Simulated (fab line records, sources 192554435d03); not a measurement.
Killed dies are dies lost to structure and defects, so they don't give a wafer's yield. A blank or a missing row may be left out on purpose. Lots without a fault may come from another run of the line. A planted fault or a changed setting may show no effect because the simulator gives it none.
Chamber matching | flow n5_finfet | N5_DUMMY_REMOVAL_STRIP_10 on rie_diel-01: 4 sister chambers
The step strips in N2/H2, time 40 s. 8 wafers are shown with their chamber, then 9 later ones without.

WAFERS WITH THEIR CHAMBER
wafer  | chamber | showerhead_plenum_p_Torr (Torr) | drypump_motor_current_A (A)
L078.1 | 2       | 3.48                            | 6.1
L078.4 | 3       | 3.54                            | 6.4
L081.6 | 2       | 3.48                            | 6.1
L093.1 | 3       | 3.52                            | 6.3
L093.4 | 1       | 3.27                            | 6.1
L094.1 | 1       | 3.27                            | 6.2
L094.4 | 0       | 3.15                            | 6.1
L094.6 | 0       | 3.15                            | 6.1

WAFERS WITHOUT THEIR CHAMBER
wafer  | showerhead_plenum_p_Torr (Torr) | drypump_motor_current_A (A)
L095.1 | 3.27                            | 6.1
L095.4 | 3.52                            | 6.3
L095.6 | 3.27                            | 6.1
L096.3 | 3.27                            | 6.1
L096.4 | 3.52                            | 6.3
L096.5 | 3.27                            | 6.1
L097.3 | 3.52                            | 6.3
L097.4 | 3.27                            | 6.1
L097.6 | 3.47                            | 6.1

WHICH CHAMBER EACH WENT THROUGH
wafer  | from the rows above | in truth
L095.1 | 1                   | 1
L095.4 | 3                   | 3
L095.6 | 1                   | 1
L096.3 | 1                   | 1
L096.4 | 3                   | 3
L096.5 | 1                   | 1
L097.3 | 3                   | 3
L097.4 | 1                   | 1
L097.6 | 2                   | 2
Placed correctly: 9 of 9. Can't be placed from these rows: 0. Placed wrongly: 0.
How it was worked out, from the rows above alone: a wafer's distance from a chamber is the root of the sum, over the readings, of the square of ((its reading less the chamber's mean) divided by the reading's scatter). The wafer belongs to the nearest chamber; if the next one is less than 2 further off, it can't be placed. A chamber's mean is the mean of its shown wafers. The scatter: the root of (the sum of the squares of (reading less its chamber's mean) over the shown wafers, divided by (wafers less chambers)).
